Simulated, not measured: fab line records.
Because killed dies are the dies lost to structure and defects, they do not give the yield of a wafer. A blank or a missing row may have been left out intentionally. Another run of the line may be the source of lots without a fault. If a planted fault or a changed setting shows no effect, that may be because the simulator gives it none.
One fault through the eyes of 2 desks | flow nand-harc | each desk has only its own numbers; what lay behind them comes last

## THE METROLOGY DESK
Lot by lot, what the gauges showed, no matter which tool ran the lot: averages of those sampled wafers that carry a number. The brackets show how far a lot's mean lies from the usual mean; more than 4 standard deviations puts the lot out of limits, marked OUT.
Columns: A = thk-nm at NHARC_THIN_TSV_THK_MEAS_02, usual 3012 nm
lot  | first seen here | A
L733 | day 18 21:51    | 2971
L732 | day 19 03:22    | 3114
L731 | day 19 05:47    | 2978
L734 | day 19 09:52    | 2718
L735 | day 19 16:31    | 2868
L744 | day 22 00:50    | 2714
L743 | day 22 02:01    | 3468
L746 | day 22 22:32    | 2953
L745 | day 22 23:44    | 3038
L749 | day 23 07:07    | 2969
L751 | day 24 08:13    | 2877
L753 | day 24 13:04    | 2986
This desk's finding: nothing out of limits on any of the 12 lots.

## THE TOOL OWNER'S DESK: rie-diel-10
The tool's own readings at NHARC_A_STAIRCASE_TRIM_233 (chemistry O2, time 211.2 s): means of the sampled wafers that have a number, for each lot that ran on this tool. The brackets show how far a lot's mean lies from the usual mean; more than 4 standard deviations puts the lot out of limits, marked OUT.
Columns: A = drypump-motor-current-A at NHARC_A_STAIRCASE_TRIM_233, usual 5.9 A; B = oes-product-au at NHARC_A_STAIRCASE_TRIM_233, usual 0.998 a.u.; C = rf-vpp-V at NHARC_A_STAIRCASE_TRIM_233, usual 57.7 V; D = showerhead-plenum-p-Torr at NHARC_A_STAIRCASE_TRIM_233, usual 3.50 Torr; E = throttle-valve-pct at NHARC_A_STAIRCASE_TRIM_233, usual 17.037 %
lot  | first seen here | A   | B     | C    | D    | E
L732 | day 11 20:06    | 5.6 | 1.002 | 57.5 | 3.55 | 17.037
L731 | day 12 00:04    | 5.5 | 0.998 | 57.7 | 3.47 | 17.046
L734 | day 12 03:25    | 5.3 | 0.996 | 57.1 | 3.48 | 17.033
L733 | day 12 04:32    | 6.3 | 1.004 | 57.6 | 3.50 | 17.029
L743 | day 14 07:56    | 6.1 | 0.997 | 57.5 | 3.47 | 17.036
L744 | day 14 14:34    | 5.3 | 0.990 | 57.4 | 3.47 | 17.029
This desk's finding: nothing out of limits on any of the 6 lots.

## BROUGHT TOGETHER
Nothing out of limits was seen by the metrology desk.
The tool owner's desk saw nothing out of limits.

## WHAT THE SIMULATOR HAD INSERTED
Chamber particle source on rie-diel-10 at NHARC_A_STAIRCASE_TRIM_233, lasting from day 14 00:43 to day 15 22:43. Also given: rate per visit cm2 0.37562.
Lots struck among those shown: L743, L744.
